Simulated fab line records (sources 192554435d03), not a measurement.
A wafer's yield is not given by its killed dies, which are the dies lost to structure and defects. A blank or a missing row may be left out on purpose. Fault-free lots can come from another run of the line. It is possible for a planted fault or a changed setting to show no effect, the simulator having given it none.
One fault seen from 2 desks ; flow n5-finfet ; every desk sees just its own numbers, and what lay behind them comes last

== DESK OF THE TOOL OWNER: rie-si-03 ==
The tool's own readings at N5_BEOL_M0_SAQP_ETCH_102 (etches SiO2 in CF4, target depth 4 nm, time 4.4 s): means of the sampled wafers that have a number, for each lot that ran on this tool. The brackets show how far a lot's mean lies from the usual mean; more than 4 standard deviations puts the lot out of limits, marked OUT.
Columns: A = drypump-motor-current-A at N5_BEOL_M0_SAQP_ETCH_102, usual 5.7 A; B = oes-product-au at N5_BEOL_M0_SAQP_ETCH_102, usual 1.012 a.u.; C = throttle-valve-pct at N5_BEOL_M0_SAQP_ETCH_102, usual 21.75 %
lot;first seen here;A;B;C
L425;day 7 20:44;5.4;1.023;21.54
L427;day 8 11:43;5.7;1.002;21.59
L428;day 8 21:27;5.4;1.028;21.54
L430;day 9 04:36;5.5;1.146 (+6.4) OUT;21.60
L432;day 9 14:41;5.7;1.070;21.55
Finding of this desk: L430 out of limits; the first was L430 at day 9 04:36, on oes-product-au at N5_BEOL_M0_SAQP_ETCH_102. L425, L427, L428, L432 stayed within limits.

== THE METROLOGY DESK ==
Lot by lot, what the gauges showed, no matter which tool ran the lot: averages of those sampled wafers that carry a number. The brackets show how far a lot's mean lies from the usual mean; more than 4 standard deviations puts the lot out of limits, marked OUT. Shown here are 7 of its 10 readings, the ones lying furthest out on some lot.
Columns: A = DIBL_N at N5_BEOL_M4_RC_MEAS_101, usual 36.9 mV/V; B = DIBL_P at N5_BEOL_M4_RC_MEAS_101, usual 37.3 mV/V; C = IOFF_N at N5_BEOL_M4_RC_MEAS_101, usual 0.16 nA/um; D = ION_N at N5_BEOL_M4_RC_MEAS_101, usual 673 uA/um; E = SS_P at N5_BEOL_M4_RC_MEAS_101, usual 73.4 mV/dec; F = VT_N at N5_BEOL_M4_RC_MEAS_101, usual 250 mV; G = VT_P at N5_BEOL_M4_RC_MEAS_101, usual -250 mV
lot;first seen here;A;B;C;D;E;F;G
L417;day 8 13:19;36.4;38.7;0.16;670;74.0;250;-255
L419;day 8 18:08;36.7;38.1;0.17;676;73.1;249;-249
L423;day 10 02:21;38.2;38.0;0.18;672;73.5;248;-249
L425;day 10 06:06;39.6;42.4;0.24;693;75.0;244;-248
L427;day 11 02:36;37.2;37.6;0.15;671;73.3;250;-249
L430;day 11 14:55;37.7;37.1;0.17;683;73.4;249;-249
L428;day 11 16:25;37.1;36.9;0.16;672;73.0;251;-245
L432;day 12 03:09;35.5;35.8;0.15;676;73.5;251;-251
L438;day 13 19:45;38.5;38.9;0.17;668;74.0;253;-253
L439;day 13 23:04;37.1;36.8;0.14;662;73.2;253;-251
This desk found nothing out of limits on any of the 10 lots.

== ALL TOGETHER ==
The tool owner's desk had the chance to raise an alarm at day 9 04:36 on L430.
The metrology desk saw nothing out of limits.
The metrology desk has L430 on record, within its limits.
On rie-si-03, each named lot ran N5_BEOL_M0_SAQP_ETCH_102.

== WHAT WAS PUT IN BY THE SIMULATOR ==
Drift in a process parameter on rie-si-03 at N5_BEOL_M0_SAQP_ETCH_102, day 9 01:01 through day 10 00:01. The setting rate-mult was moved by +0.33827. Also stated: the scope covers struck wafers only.
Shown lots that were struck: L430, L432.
Hours from the fault's start to each desk's first reading out of limits: the tool owner's desk, 4.
